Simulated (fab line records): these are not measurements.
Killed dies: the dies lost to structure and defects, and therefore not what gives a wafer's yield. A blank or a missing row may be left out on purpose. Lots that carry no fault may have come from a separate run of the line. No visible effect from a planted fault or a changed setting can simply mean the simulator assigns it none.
Chamber matching || flow n5-finfet || N5_BEOL_M0_SAQP_SPACER1_ETCHBACK_99 on rie-diel-03: 4 sister chambers
The step etches SiO2 in CHF3/O2, target depth 15.4 nm, time 7.7 s. 16 wafers are shown with their chamber, then 8 later ones without.

== WAFERS, EACH WITH ITS CHAMBER ==
{"wafer": "L075.1", "chamber": 1, "showerhead-plenum-p-Torr (Torr)": 2.42, "drypump-motor-current-A (A)": 5.4, "rf-vpp-V (V)": 528}
{"wafer": "L075.4", "chamber": 0, "showerhead-plenum-p-Torr (Torr)": 2.38, "drypump-motor-current-A (A)": 5.9, "rf-vpp-V (V)": 523}
{"wafer": "L075.6", "chamber": 3, "showerhead-plenum-p-Torr (Torr)": 2.54, "drypump-motor-current-A (A)": 4.8, "rf-vpp-V (V)": 537}
{"wafer": "L077.3", "chamber": 0, "showerhead-plenum-p-Torr (Torr)": 2.38, "drypump-motor-current-A (A)": 5.9, "rf-vpp-V (V)": 524}
{"wafer": "L077.5", "chamber": 2, "showerhead-plenum-p-Torr (Torr)": 2.50, "drypump-motor-current-A (A)": 6.0, "rf-vpp-V (V)": 525}
{"wafer": "L077.6", "chamber": 1, "showerhead-plenum-p-Torr (Torr)": 2.42, "drypump-motor-current-A (A)": 5.3, "rf-vpp-V (V)": 528}
{"wafer": "L082.1", "chamber": 1, "showerhead-plenum-p-Torr (Torr)": 2.41, "drypump-motor-current-A (A)": 5.3, "rf-vpp-V (V)": 528}
{"wafer": "L082.3", "chamber": 0, "showerhead-plenum-p-Torr (Torr)": 2.38, "drypump-motor-current-A (A)": 5.9, "rf-vpp-V (V)": 524}
{"wafer": "L082.4", "chamber": 1, "showerhead-plenum-p-Torr (Torr)": 2.41, "drypump-motor-current-A (A)": 5.4, "rf-vpp-V (V)": 528}
{"wafer": "L085.2", "chamber": 1, "showerhead-plenum-p-Torr (Torr)": 2.41, "drypump-motor-current-A (A)": 5.3, "rf-vpp-V (V)": 530}
{"wafer": "L085.4", "chamber": 2, "showerhead-plenum-p-Torr (Torr)": 2.49, "drypump-motor-current-A (A)": 6.0, "rf-vpp-V (V)": 525}
{"wafer": "L085.6", "chamber": 1, "showerhead-plenum-p-Torr (Torr)": 2.41, "drypump-motor-current-A (A)": 5.4, "rf-vpp-V (V)": 530}
{"wafer": "L086.3", "chamber": 2, "showerhead-plenum-p-Torr (Torr)": 2.49, "drypump-motor-current-A (A)": 5.9, "rf-vpp-V (V)": 524}
{"wafer": "L086.4", "chamber": 1, "showerhead-plenum-p-Torr (Torr)": 2.41, "drypump-motor-current-A (A)": 5.3, "rf-vpp-V (V)": 530}
{"wafer": "L086.6", "chamber": 3, "showerhead-plenum-p-Torr (Torr)": 2.54, "drypump-motor-current-A (A)": 4.8, "rf-vpp-V (V)": 537}
{"wafer": "L089.1", "chamber": 2, "showerhead-plenum-p-Torr (Torr)": 2.49, "drypump-motor-current-A (A)": 5.9, "rf-vpp-V (V)": 525}

SIGNATURES (means of the wafers above)
{"reading": "showerhead-plenum-p-Torr", "chamber 0": 2.3800, "chamber 1": 2.4129, "chamber 2": 2.4925, "chamber 3": 2.5400, "scatter within a chamber": 0.00426}
{"reading": "drypump-motor-current-A", "chamber 0": 5.900, "chamber 1": 5.343, "chamber 2": 5.950, "chamber 3": 4.800, "scatter within a chamber": 0.0476}
{"reading": "rf-vpp-V", "chamber 0": 523.67, "chamber 1": 528.86, "chamber 2": 524.75, "chamber 3": 537.00, "scatter within a chamber": 0.83}
Rule: for a wafer and a chamber, the distance is found by dividing, reading by reading, the gap between the wafer's reading and the chamber's mean by the reading's scatter, squaring, summing and taking the root. The wafer belongs to the nearest chamber; if the next one is less than 2 further off, it can't be placed. The scatter is the square root of a quotient: the sum, over the shown wafers, of each reading's squared deviation from its chamber's mean, divided by wafers minus chambers.

== WAFERS WITH NO CHAMBER GIVEN ==
{"wafer": "L089.3", "showerhead-plenum-p-Torr (Torr)": 2.53, "drypump-motor-current-A (A)": 4.9, "rf-vpp-V (V)": 537}
{"wafer": "L089.6", "showerhead-plenum-p-Torr (Torr)": 2.49, "drypump-motor-current-A (A)": 5.9, "rf-vpp-V (V)": 525}
{"wafer": "L091.3", "showerhead-plenum-p-Torr (Torr)": 2.37, "drypump-motor-current-A (A)": 5.9, "rf-vpp-V (V)": 524}
{"wafer": "L091.4", "showerhead-plenum-p-Torr (Torr)": 2.49, "drypump-motor-current-A (A)": 6.0, "rf-vpp-V (V)": 525}
{"wafer": "L091.6", "showerhead-plenum-p-Torr (Torr)": 2.40, "drypump-motor-current-A (A)": 5.4, "rf-vpp-V (V)": 529}
{"wafer": "L094.2", "showerhead-plenum-p-Torr (Torr)": 2.40, "drypump-motor-current-A (A)": 5.4, "rf-vpp-V (V)": 529}
{"wafer": "L094.4", "showerhead-plenum-p-Torr (Torr)": 2.48, "drypump-motor-current-A (A)": 6.0, "rf-vpp-V (V)": 525}
{"wafer": "L094.5", "showerhead-plenum-p-Torr (Torr)": 2.48, "drypump-motor-current-A (A)": 6.0, "rf-vpp-V (V)": 525}

== EACH ONE'S CHAMBER ==
{"wafer": "L089.3", "from the rows above": 3, "in truth": 3}
{"wafer": "L089.6", "from the rows above": 2, "in truth": 2}
{"wafer": "L091.3", "from the rows above": 0, "in truth": 0}
{"wafer": "L091.4", "from the rows above": 2, "in truth": 2}
{"wafer": "L091.6", "from the rows above": 1, "in truth": 1}
{"wafer": "L094.2", "from the rows above": 1, "in truth": 1}
{"wafer": "L094.4", "from the rows above": 2, "in truth": 2}
{"wafer": "L094.5", "from the rows above": 2, "in truth": 2}
Placed correctly: 8 of 8. Left unplaced by these rows: 0. Wrongly placed: 0.
